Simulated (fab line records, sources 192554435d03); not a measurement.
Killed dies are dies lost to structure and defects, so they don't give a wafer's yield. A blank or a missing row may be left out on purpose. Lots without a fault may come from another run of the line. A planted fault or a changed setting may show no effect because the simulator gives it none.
fab line records | flow n5_finfet
record lots=7 wafers=21
route steps=1938 shown BEOL_M5@1112 BEOL_M6@1212 BEOL_M7@1305 BEOL_M8@1350
start_h: hours from the record's first day to the start of the lot's first wafer shown | wait_h: hours since the lot's step before | " the same as in the row above | L1.1+2: a row that stands for several wafers | - no value, or no start given | * or withheld: withheld | < > ~ a bound
route shown NAME@n: a module of which the file shows steps, and the number in the route of the first | usual: mean/standard deviation of fault-free wafers | same: alike in all rows | chamber/n: place in a boat | sites: the reading at each site | _std_site: their standard deviation | _edge_site: outer sites' mean less inner sites' | radius_mm: how far each site lies from the wafer's centre | mask NAME#n: copy n | behind: the tool/chamber that last shaped the wafer | hold: why the lot was held/for how many hours/how that ended | device: the transistor (n, p or np) that didn't switch | end of line: the same wafers' tests at the end of the route | a step without rows: its recipe alone | killed: dies lost to structure and defects at the first sort, not the wafer's yield | map: a wafer's dies, x killed, . not, _ none there
set.NAME: the setting as run; set.NAME@STEP: as run at that earlier step | model.NAME: the simulator's own value behind a step, which no gauge read
lots whose settings were changed on purpose; a table a step, a row a wafer
## steps
# step N5_BEOL_M5_ILD_DEP_00
# recipe material=SiCOH_lowk target_thk_a=1406.4 temp_c=300 precursor=DEMS/porogen pressure_torr=5 rf_w=500 time_s=25.9
# columns lot.wafer tool chamber start_h wait_h set.time_s model.SiCOH_lowk_of_BEOL_M5_ILD_DEP_00.thk_nm
L076.1 pecvd-03 1 179.33 0.8 25.9 139.8
L076.2 " 2 " " 25.9 138
L076.3 " 0 " " 25.9 139
L078.4 pecvd-03 2 196.25 0.4 22.39 122.4
L078.5 " 0 " " 22.39 124.6
L078.6 " 1 " " 25.9 143
L082.3 pecvd-01 0 211.18 0.5 25.9 141.2
L082.5 " 0 " " 25.9 139.4
L082.6 " 1 " " 25.9 144.4
L085.2 pecvd-04 2 234.35 0.7 29.6 160
L085.3 " 1 " " 25.9 140.8
L085.4 " 2 " " 29.6 162.2
L086.2 pecvd-03 1 243.05 0.7 25.9 139.6
L086.5 " 2 " " 25.9 138
L086.6 " 1 " " 29.3 158.6
L089.1 pecvd-04 1 266.70 0.8 25.9 137.8
L089.2 " 2 " " 25.9 139.2
L089.4 " 2 " " 25.9 141.8
L091.1 pecvd-03 2 270.17 0.8 28.38 151.6
L091.3 " 1 " " 25.9 142
L091.4 " 1 " " 28.38 157.4
# step N5_BEOL_M5_CURE_79
# recipe temp_c=385 time_s=240 ambient=He/Ar material=SiCOH_lowk
# columns lot.wafer tool chamber start_h wait_h set.time_s@BEOL_M5_ILD_DEP_00 model.SiCOH_lowk_of_BEOL_M5_ILD_DEP_00.thk_nm
L076.1 uv_cure-02 0 179.76 0.4 25.9 120.4
L076.2 " 0 " " 25.9 118.8
L076.3 " 0 " " 25.9 119.6
L078.4 uv_cure-02 0 196.53 0.3 22.39 105.2
L078.5 " 0 " " 22.39 107.2
L078.6 " 0 " " 25.9 123
L082.3 uv_cure-03 1 211.40 0.2 25.9 121.6
L082.5 " 1 " " 25.9 120
L082.6 " 1 " " 25.9 124.2
L085.2 uv_cure-03 0 234.69 0.3 29.6 137.8
L085.3 " 0 " " 25.9 121
L085.4 " 0 " " 29.6 139.8
L086.2 uv_cure-02 2 243.19 0.1 25.9 120
L086.5 " 2 " " 25.9 118.8
L086.6 " 2 " " 29.3 136.6
L089.1 uv_cure-01 1 266.76 0.0 25.9 118.4
L089.2 " 1 " " 25.9 119.6
L089.4 " 1 " " 25.9 122
L091.1 uv_cure-01 1 270.23 0.0 28.38 130.6
L091.3 " 1 " " 25.9 122.2
L091.4 " 1 " " 28.38 135.6
# step N5_BEOL_M5_THK_MEAS_01
# recipe reads=SiCOH_lowk_of_BEOL_M5_ILD_DEP_00
# usual M5_ILD_THK=120.9/1.8
# columns lot.wafer tool chamber start_h wait_h set.time_s@BEOL_M5_ILD_DEP_00 M5_ILD_THK[nm]
L076.1 film_metro-01 - 180.28 0.4 25.9 120.4
L076.2 " - " " 25.9 118.7
L076.3 " - " " 25.9 119.6
L078.4 film_metro-01 - 196.81 0.2 22.39 105.2
L078.5 " - " " 22.39 107.0
L078.6 " - " " 25.9 123.1
L082.3 film_metro-02 - 211.76 0.3 25.9 121.6
L082.5 " - " " 25.9 120.0
L082.6 " - " " 25.9 124.3
L085.2 film_metro-02 - 235.13 0.4 29.6 137.8
L085.3 " - " " 25.9 121.1
L085.4 " - " " 29.6 139.8
L086.2 film_metro-02 - 243.62 0.4 25.9 120.1
L086.5 " - " " 25.9 118.7
L086.6 " - " " 29.3 136.6
L089.1 film_metro-01 - 267.75 0.8 25.9 118.4
L089.2 " - " " 25.9 119.7
L089.4 " - " " 25.9 122.0
L091.1 film_metro-01 - 271.23 0.8 28.38 130.6
L091.3 " - " " 25.9 122.1
L091.4 " - " " 28.38 135.5
# step N5_BEOL_M5_COAT_71
# recipe resist=underlayer temp_c=205 time_s=60 spin_rpm=1500 resist_thk_nm=5
# columns lot.wafer tool chamber start_h wait_h set.spin_rpm
L076.1 litho_track-04 0 - - 1423
L076.2+3 " 0 " " 1500
L078.4+6 litho_track-05 0 - - 1618
L078.5 " 0 " " 1500
L082.3 litho_track-05 0 - - 1597
L082.5+6 " 0 " " 1500
L085.2 litho_track-02 0 - - 1500
L085.3+4 " 0 " " 1594
L086.2 litho_track-05 0 - - 1399
L086.5+6 " 0 " " 1500
L089.1+2+4 litho_track-04 0 - - 1500
L091.1+4 litho_track-05 0 - - 1566
L091.3 " 0 " " 1500
# step N5_BEOL_M5_COAT_05
# recipe resist=CAR-EUV spin_rpm=1500 resist_thk_nm=30
# step N5_BEOL_M5_EBR_07
# recipe solvent=PGMEA ebr_width_mm=1.5
# step N5_BEOL_M5_DESCUM_16
# recipe chemistry=O2 time_s=7 source_power_w=50 bias_power_w=20 pressure_mtorr=20 rf_frequency_hz=2.712e+07 temp_c=40 resist=CAR-EUV o2_flow_sccm=225
# step N5_BEOL_M5_ETCH_72
# recipe chemistry=N2/H2 target=underlayer target_depth_a=65 mask_material=CAR-EUV time_s=5.2 ion_energy_ev=200 pressure_mtorr=30 source_w=840 bias_w=150 n2_flow_sccm=200 h2_flow_sccm=200 ends=cleared
# columns lot.wafer tool chamber start_h wait_h set.spin_rpm@BEOL_M5_COAT_71 model.etch.depth_nm
L076.1 rie_diel-03 1 182.89 0.0 1423 5.132
L076.2+3 " 0,2 " " 1500 5.013
L078.4 rie_diel-03 1 198.66 0.0 1618 4.829
L078.5 " 3 " " 1500 5.04
L078.6 " 0 " " 1618 4.85
L082.3 rie_diel-01 0 213.63 0.0 1597 4.872
L082.5 " 1 " " 1500 5.011
L082.6 " 0 " " 1500 5.02
L085.2 rie_diel-01 3 236.22 0.0 1500 4.987
L085.3 " 1 " " 1594 4.843
L085.4 " 2 " " 1594 4.841
L086.2 rie_diel-03 1 244.79 0.0 1399 5.194
L086.5 " 1 " " 1500 5.017
L086.6 " 2 " " 1500 5.021
L089.1 rie_diel-04 1 268.80 0.0 1500 5.005
L089.2+4 " 3,2 " " 1500 5
L091.1 rie_diel-01 1 273.45 0.0 1566 4.909
L091.3 " 0 " " 1500 5.01
L091.4 " 2 " " 1566 4.91
# step N5_BEOL_M6_ETCH_62
# recipe chemistry=N2/H2 target=SOC target_depth_a=1100 overetch_a=220 mask_material=SiARC temp_c=40 time_s=165 ion_energy_ev=200 pressure_mtorr=30 source_w=840 bias_w=150 n2_flow_sccm=200 h2_flow_sccm=200
# columns lot.wafer tool chamber start_h wait_h set.time_s model.SiARC_of_BEOL_M6_COAT_60.thk_nm
L076.1 rie_diel-02 3 195.62 0.0 165 28.4
L076.2 " 2 " " 190.5 27.2
L076.3 " 0 " " 165 28
L078.4 rie_diel-02 2 208.54 0.0 183.8 27.4
L078.5 " 0 " " 183.8 27.2
L078.6 " 1 " " 165 28
L082.3 rie_diel-05 1 223.95 0.0 150.8 29
L082.5 " 0 " " 165 28.4
L082.6 " 1 " " 150.8 28.8
L085.2 rie_diel-02 0 247.25 0.0 165 28
L085.3+4 " 1,2 " " 165 28.2
L086.2 rie_diel-02 3 255.87 0.0 183.5 27.6
L086.5 " 2 " " 183.5 27.4
L086.6 " 1 " " 165 28.2
L089.1+4 rie_diel-06 3 282.79 0.0 165 28.6
L089.2 " 1 " " 165 28
L091.1 rie_diel-05 3 288.92 0.0 140.1 29.4
L091.3 " 1 " " 165 28.4
L091.4 " 0 " " 165 28.6
# step N5_BEOL_M6_COAT_22
# recipe resist=CAR-EUV spin_rpm=1500 resist_thk_nm=30
# columns lot.wafer tool chamber start_h wait_h set.spin_rpm model.CAR-EUV_of_BEOL_M6_COAT_22.thk_nm
L076.1 litho_track-01 0 - - 1557 29.4
L076.2 " 0 " " 1500 29.8
L076.3 " 0 " " 1500 30
L078.4 litho_track-03 0 - - 1414 31
L078.5 " 0 " " 1500 30
L078.6 " 0 " " 1500 30.2
L082.3+5+6 litho_track-05 0 - - 1651 28.6
L085.2 litho_track-03 0 - - 1419 31
L085.3+4 " 0 " " 1500 30
L086.2+5+6 litho_track-05 0 - - 1606 29
L089.1+4 litho_track-01 0 - - 1500 29.8
L089.2 " 0 " " 1500 30
L091.1 litho_track-03 0 - - 1579 29.2
L091.3 " 0 " " 1500 29.8
L091.4 " 0 " " 1500 30
# step N5_BEOL_M6_EBR_24
# recipe solvent=PGMEA ebr_width_mm=1.5
# step N5_BEOL_M6_SOFTBAKE_23
# recipe temp_c=110 time_s=60 resist=CAR-EUV
# step N5_BEOL_M6_EXPOSE_25
# recipe mask_id=V5 na=0.33 source_shape=annular sigma_inner=0.4 sigma_outer=0.8 polarization=unpolarized target_cd_nm=40 dose_mj=45
# step N5_BEOL_M6_PEB_26
# recipe peb_temp_c=100 peb_time_s=60 resist=CAR-EUV
# step N5_BEOL_M6_DEVELOP_27
# recipe develop_time_s=30 developer=TMAH resist=CAR-EUV rinse_liquid=surfactant_rinse dry=air_spin dev_temp_c=23
# columns lot.wafer tool chamber start_h wait_h set.spin_rpm@BEOL_M6_COAT_22 model.CAR-EUV_of_BEOL_M6_COAT_22.thk_nm
L076.1 litho_track-01 0 - - 1557 29
L076.2+3 " 0 " " 1500 29.4
L078.4 litho_track-03 0 - - 1414 30.4
L078.5+6 " 0 " " 1500 29.6
L082.3+5+6 litho_track-03 0 - - 1651 28.2
L085.2 litho_track-05 0 - - 1419 30.4
L085.3 " 0 " " 1500 29.4
L085.4 " 0 " " 1500 29.6
L086.2+5+6 litho_track-03 0 - - 1606 28.6
L089.1+4 litho_track-01 0 - - 1500 29.4
L089.2 " 0 " " 1500 29.6
L091.1 litho_track-05 0 - - 1579 28.8
L091.3+4 " 0 " " 1500 29.4
# step N5_BEOL_M7_VIA_ETCH_34
# recipe chemistry=C4F6/O2 target=SiCOH_lowk target_depth_a=1255 mask_material=SOC taper_deg=4 time_s=50.5 ion_energy_ev=250 pressure_mtorr=30 source_w=345 bias_w=185 Ar_flow_sccm=300 C4F6_flow_sccm=10 O2_flow_sccm=10
# columns lot.wafer tool chamber start_h wait_h set.source_w model.etch.depth_nm
L076.1 rie_diel-04 2 205.53 0.0 345 123.8
L076.2 " 0 " " 345 125.1
L076.3 " 1 " " 345 125.9
L078.4 rie_diel-01 3 219.80 0.0 345 122.6
L078.5 " 0 " " 345 122.1
L078.6 " 2 " " 345 123.5
L082.3 rie_diel-01 1 232.82 0.0 345 125.3
L082.5 " 2 " " 345 124.9
L082.6 " 3 " " 345 123.4
L085.2 rie_diel-04 1 258.08 0.0 290.8 116.4
L085.3 " 3 " " 290.8 117.3
L085.4 " 1 " " 345 123.9
L086.2 rie_diel-01 1 267.42 0.0 385.2 128.8
L086.5 " 3 " " 345 124.2
L086.6 " 0 " " 385.2 128.6
L089.1 rie_diel-01 0 290.73 0.0 345 122.1
L089.2 " 1 " " 345 124
L089.4 " 3 " " 345 122.6
L091.1 rie_diel-04 2 299.74 0.0 345 123.6
L091.3+4 " 1,3 " " 345 125.2
# step N5_BEOL_M7_TRENCH_ETCH_37
# recipe chemistry=C4F6/O2 target_depth_a=934.78 target=SiCOH_lowk time_s=31.2 ion_energy_ev=250 pressure_mtorr=30 source_w=345 bias_w=185 Ar_flow_sccm=300 C4F6_flow_sccm=10 O2_flow_sccm=10
# columns lot.wafer tool chamber start_h wait_h set.time_s model.etch.depth_nm model.BEOL_M7.feature_depth_nm
L076.1 rie_diel-04 2 - - 31.2 92 92
L076.2 " 0 " " 31.2 92.4 92.4
L076.3 " 1 " " 31.2 93.23 93.2
L078.4 rie_diel-01 3 - - 31.2 93.35 93.4
L078.5 " 0 " " 36.94 108.2 108.2
L078.6 " 2 " " 31.2 93.48 93.4
L082.3 rie_diel-01 1 - - 31.2 93.03 93
L082.5 " 2 " " 24.85 73.2 73.2
L082.6 " 3 " " 24.85 72.81 72.8
L085.2 rie_diel-04 1 - - 31.2 91.91 92
L085.3 " 3 " " 28.87 85.97 86
L085.4 " 1 " " 31.2 92.91 93
L086.2 rie_diel-01 1 - - 31.2 92.23 92.2
L086.5 " 3 " " 31.2 91.4 91.4
L086.6 " 0 " " 37.09 108.2 108.2
L089.1 rie_diel-01 0 - - 31.2 92.03 92
L089.2 " 1 " " 31.2 92.91 93
L089.4 " 3 " " 31.2 92.27 92.2
L091.1 rie_diel-04 2 - - 27.99 82.92 83
L091.3 " 1 " " 27.99 83.58 83.6
L091.4 " 3 " " 27.99 83.79 83.8
# step N5_BEOL_M7_ETCH_41
# recipe chemistry=CH3F/O2 target=SiCN target_depth_a=319 taper_deg=2 time_s=57.8 ion_energy_ev=120 mask_material=TiN pressure_mtorr=30 source_w=395 bias_w=75 Ar_flow_sccm=150 CH3F_flow_sccm=30 O2_flow_sccm=20
# step N5_BEOL_M7_STRIP_80
# recipe chemistry=N2/H2 time_s=10 power_w=450 temp_c=40 pressure_mtorr=20 rf_frequency_hz=6e+07 bias_power_w=7 n2_flow_sccm=200 h2_flow_sccm=200
# step N5_BEOL_M7_OCD_MEAS_38
# usual trench_depth_nm=93.1/1.9
# columns lot.wafer tool chamber start_h wait_h set.time_s@BEOL_M7_TRENCH_ETCH_37 trench_depth_nm
L076.1 ocd-02 - 205.78 - 31.2 92.0
L076.2 " - " " 31.2 92.6
L076.3 " - " " 31.2 92.9
L078.4 ocd-02 - 220.03 - 31.2 93.3
L078.5 " - " " 36.94 108.0
L078.6 " - " " 31.2 93.0
L082.3 ocd-02 - 233.08 - 31.2 93.3
L082.5 " - " " 24.85 73.0
L082.6 " - " " 24.85 72.9
L085.2 ocd-01 - 258.33 - 31.2 91.7
L085.3 " - " " 28.87 86.0
L085.4 " - " " 31.2 93.6
L086.2 ocd-01 - 267.67 - 31.2 92.0
L086.5 " - " " 31.2 91.5
L086.6 " - " " 37.09 108.4
L089.1 ocd-01 - 290.97 - 31.2 91.4
L089.2 " - " " 31.2 93.5
L089.4 " - " " 31.2 92.7
L091.1 ocd-01 - 299.99 - 27.99 82.9
L091.3 " - " " 27.99 83.8
L091.4 " - " " 27.99 83.5
# step N5_BEOL_M7_HM_STRIP_39
# recipe chemistry=peroxide_tin_strip material=TiN target_depth_a=250 temp_c=50 time_s=158
# step N5_BEOL_M7_SRD_40
# recipe time_s=30 temp_c=23 rinse_liquid=diw dry=ipa_marangoni
# step N5_BEOL_M7_ECD_50
# recipe material=Cu target_thk_a=3000
# step N5_BEOL_M7_ANNEAL_51
# recipe temp_c=225 time_s=90 ambient=N2
# step N5_BEOL_M7_CMP_52
# recipe stop_on=SiCOH_lowk t_overpolish_s=6.9 down_force_psi=1 platen_rpm=50 clearing_platen_down_force_psi=1.5 clearing_platen_rpm=50 post_cmp_clean=cu_alkaline target_thk_nm=80 clearing_platen_pad_velocity_m_s=0.99484 pad_velocity_m_s=0.99484
# columns lot.wafer tool chamber start_h wait_h set.time_s@BEOL_M7_TRENCH_ETCH_37 model.Cu_of_BEOL_M7_ECD_50.thk_nm
L076.2 cmp-03 0 207.75 0.2 31.2 77.6
L076.1 " 2 " " 31.2 75
L076.3 " 3 " " 31.2 79.8
L078.4 cmp-04 1 222.87 0.1 31.2 79.4
L078.6 " 1 " " 31.2 78.6
L078.5 " 2 " " 36.94 93.2
L082.3 cmp-04 3 236.39 0.3 31.2 81.2
L082.6 " 0 " " 24.85 58.4
L082.5 " 1 " " 24.85 60.8
L085.4 cmp-01 2 260.99 0.4 31.2 79.2
L085.3 " 3 " " 28.87 73
L085.2 " 0 " " 31.2 77.2
L086.2 cmp-03 2 270.32 0.2 31.2 78.8
L086.5 " 2 " " 31.2 77.2
L086.6 " 3 " " 37.09 95.8
L089.4 cmp-04 1 292.94 0.3 31.2 79.8
L089.2 " 2 " " 31.2 79.2
L089.1 " 3 " " 31.2 80.8
L091.1 cmp-04 2 302.52 0.3 27.99 68.2
L091.4 " 3 " " 27.99 70.2
L091.3 " 0 " " 27.99 69
# step N5_BEOL_M7_THK_MEAS_53
# recipe thk_meas_gauge=xrf reads=Cu_of_BEOL_M7_ECD_50
# usual M7_THK=77.9/2.2
# columns lot.wafer tool chamber start_h wait_h set.time_s@BEOL_M7_TRENCH_ETCH_37 M7_THK[nm]
L076.1 film_metro-01 - 208.05 - 31.2 74.5
L076.2 " - " " 31.2 77.3
L076.3 " - " " 31.2 79.3
L078.4 film_metro-02 - 223.17 - 31.2 78.1
L078.5 " - " " 36.94 91.5
L078.6 " - " " 31.2 77.6
L082.3 film_metro-02 - 236.57 - 31.2 81.2
L082.5 " - " " 24.85 60.2
L082.6 " - " " 24.85 57.8
L085.2 film_metro-01 - 261.25 - 31.2 76.0
L085.3 " - " " 28.87 71.9
L085.4 " - " " 31.2 78.0
L086.2 film_metro-02 - 270.62 - 31.2 77.8
L086.5 " - " " 31.2 75.8
L086.6 " - " " 37.09 94.4
L089.1 film_metro-01 - 293.20 - 31.2 79.5
L089.2 " - " " 31.2 78.0
L089.4 " - " " 31.2 78.5
L091.1 film_metro-01 - 302.82 - 27.99 67.1
L091.3 " - " " 27.99 67.5
L091.4 " - " " 27.99 68.9
# step N5_BEOL_M7_PRE_CLEAN_55
# recipe gas=NH3 time_s=15 temp_c=withheld rf_power_w=300
# step N5_BEOL_M7_DEP_56
# recipe material=SiCN target_thk_a=100 temp_c=withheld precursor=3MS/NH3 pressure_torr=3 rf_w=202 time_s=17.5
# step N5_BEOL_M7_RS_MEAS_57
# recipe thk_meas_gauge=four-point-probe reads=Cu_of_BEOL_M7_ECD_50+Co_of_BEOL_M7_CVD_78+TaN_of_BEOL_M7_ALD_77
# usual M7_RS=0.289/0.0093
# columns lot.wafer tool chamber start_h wait_h set.time_s@BEOL_M7_TRENCH_ETCH_37 M7_RS[ohm/sq]
L076.1 film_metro-01 - 208.18 0.1 31.2 0.308
L076.2 " - " " 31.2 0.297
L076.3 " - " " 31.2 0.287
L078.4 film_metro-01 - 223.30 0.0 31.2 0.289
L078.5 " - " " 36.94 0.239
L078.6 " - " " 31.2 0.291
L082.3 film_metro-01 - 236.73 0.1 31.2 0.281
L082.5 " - " " 24.85 0.397
L082.6 " - " " 24.85 0.418
L085.2 film_metro-02 - 261.38 0.1 31.2 0.299
L085.3 " - " " 28.87 0.318
L085.4 " - " " 31.2 0.290
L086.2 film_metro-02 - 270.75 0.1 31.2 0.292
L086.5 " - " " 31.2 0.299
L086.6 " - " " 37.09 0.232
L089.1 film_metro-01 - 293.33 0.1 31.2 0.282
L089.2 " - " " 31.2 0.290
L089.4 " - " " 31.2 0.287
L091.1 film_metro-01 - 302.95 0.1 27.99 0.345
L091.3 " - " " 27.99 0.341
L091.4 " - " " 27.99 0.333
# step N5_BEOL_M8_ETCH_62
# recipe chemistry=N2/H2 target=SOC target_depth_a=1100 overetch_a=220 mask_material=SiARC temp_c=40 time_s=165 ion_energy_ev=200 pressure_mtorr=30 source_w=840 bias_w=150 n2_flow_sccm=200 h2_flow_sccm=200
# columns lot.wafer tool chamber start_h wait_h set.time_s model.SiARC_of_BEOL_M8_COAT_60.thk_nm
L076.1 rie_diel-05 0 211.03 0.0 165 28.8
L076.2+3 " 2,1 " " 165 28.4
L078.4+6 rie_diel-06 2,3 226.66 0.1 194.8 27.2
L078.5 " 0 " " 165 28
L082.3+5 rie_diel-05 2,1 239.08 0.0 139.7 29.4
L082.6 " 2 " " 165 28.4
L085.2 rie_diel-02 3 264.68 0.0 165 28.2
L085.3 " 0 " " 165 28
L085.4 " 1 " " 150.4 28.6
L086.2 rie_diel-02 3 273.93 0.0 165 28.4
L086.5 " 0 " " 143.6 28.8
L086.6 " 3 " " 143.6 29.2
L089.1+2 rie_diel-02 1,2 295.26 0.0 165 28.2
L089.4 " 3 " " 165 28.6
L091.1+4 rie_diel-06 0,1 307.73 0.0 193.6 26.8
L091.3 " 1 " " 165 28
# step N5_BEOL_M8_STRIP_68
# recipe chemistry=N2/H2 temp_c=40 n2_flow_sccm=200 h2_flow_sccm=200 rf_frequency_hz=6e+07
# step N5_BEOL_M8_STRIP_67
# recipe chemistry=CF4 resist=SiARC power_w=300 bias_power_w=75 pressure_mtorr=50 cf4_flow_sccm=150 rf_frequency_hz=6e+07
# step N5_BEOL_M8_HM_OPEN_17
# recipe chemistry=Cl2/BCl3 target_depth_a=200 overetch_a=60 target=TiN mask_material=SOC ion_energy_ev=150 pressure_mtorr=10 icp_w=1000 bias_w=126 Cl2_flow_sccm=53.25 bcl3_flow_sccm=21.75 Ar_flow_sccm=25
# columns lot.wafer tool chamber start_h wait_h set.time_s@BEOL_M8_ETCH_62 model.etch.depth_nm
L076.1 rie_metal-02 1 211.22 0.0 165 19.86
L076.2 " 0 " " 165 19.68
L076.3 " 0 " " 165 19.99
L078.4 rie_metal-01 1 226.80 0.1 194.8 16.87
L078.5 " 1 " " 165 19.97
L078.6 " 0 " " 194.8 16.83
L082.3 rie_metal-03 0 239.30 0.1 139.7 20.28
L082.5 " 1 " " 139.7 20.48
L082.6 " 0 " " 165 20.45
L085.2 rie_metal-02 1 264.86 0.0 165 20.14
L085.3 " 1 " " 165 20
L085.4 " 0 " " 150.4 20.25
L086.2 rie_metal-02 0 274.12 0.0 165 20.19
L086.5 " 0 " " 143.6 20.09
L086.6 " 1 " " 143.6 20.14
L089.1 rie_metal-01 1 295.45 0.0 165 19.71
L089.2 " 0 " " 165 19.96
L089.4 " 0 " " 165 20
L091.1 rie_metal-01 1 307.93 0.0 193.6 17
L091.3 " 1 " " 165 19.98
L091.4 " 0 " " 193.6 16.86
## key
split step=N5_BEOL_M5_ILD_DEP_00 setting=time_s stated=25.9 by=wafer
response step=N5_BEOL_M5_ILD_DEP_00 reading=model.SiCOH_lowk_of_BEOL_M5_ILD_DEP_00.thk_nm change=+1.43 per=1% r=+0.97
response step=N5_BEOL_M5_CURE_79 reading=model.SiCOH_lowk_of_BEOL_M5_ILD_DEP_00.thk_nm change=+1.25 per=1% r=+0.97
response step=N5_BEOL_M5_THK_MEAS_01 reading=M5_ILD_THK change=+1.25 per=1% r=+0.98
split step=N5_BEOL_M5_COAT_71 setting=spin_rpm stated=1500 by=wafer
response step=N5_BEOL_M5_ETCH_72 reading=model.etch.depth_nm change=-0.0241 per=1% r=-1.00
split step=N5_BEOL_M6_ETCH_62 setting=time_s stated=165 by=wafer
response step=N5_BEOL_M6_ETCH_62 reading=model.SiARC_of_BEOL_M6_COAT_60.thk_nm change=-0.0617 per=1% r=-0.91
split step=N5_BEOL_M6_COAT_22 setting=spin_rpm stated=1500 by=wafer
response step=N5_BEOL_M6_COAT_22 reading=model.CAR-EUV_of_BEOL_M6_COAT_22.thk_nm change=-0.155 per=1% r=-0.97
response step=N5_BEOL_M6_DEVELOP_27 reading=model.CAR-EUV_of_BEOL_M6_COAT_22.thk_nm change=-0.136 per=1% r=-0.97
split step=N5_BEOL_M7_VIA_ETCH_34 setting=source_w stated=345 by=wafer
response step=N5_BEOL_M7_VIA_ETCH_34 reading=model.etch.depth_nm change=+0.429 per=1% r=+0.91
split step=N5_BEOL_M7_TRENCH_ETCH_37 setting=time_s stated=31.2 by=wafer
response step=N5_BEOL_M7_TRENCH_ETCH_37 reading=model.etch.depth_nm change=+0.889 per=1% r=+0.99
response step=N5_BEOL_M7_TRENCH_ETCH_37 reading=model.BEOL_M7.feature_depth_nm change=+0.891 per=1% r=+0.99
response step=N5_BEOL_M7_OCD_MEAS_38 reading=trench_depth_nm change=+0.902 per=1% r=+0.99
response step=N5_BEOL_M7_CMP_52 reading=model.Cu_of_BEOL_M7_ECD_50.thk_nm change=+0.923 per=1% r=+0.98
response step=N5_BEOL_M7_THK_MEAS_53 reading=M7_THK change=+0.921 per=1% r=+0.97
response step=N5_BEOL_M7_RS_MEAS_57 reading=M7_RS change=-0.00419 per=1% r=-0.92
split step=N5_BEOL_M8_ETCH_62 setting=time_s stated=165 by=wafer
response step=N5_BEOL_M8_ETCH_62 reading=model.SiARC_of_BEOL_M8_COAT_60.thk_nm change=-0.0567 per=1% r=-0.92
response step=N5_BEOL_M8_HM_OPEN_17 reading=model.etch.depth_nm shape=bent at_lowest=20.38 at_stated=19.99 at_highest=16.85
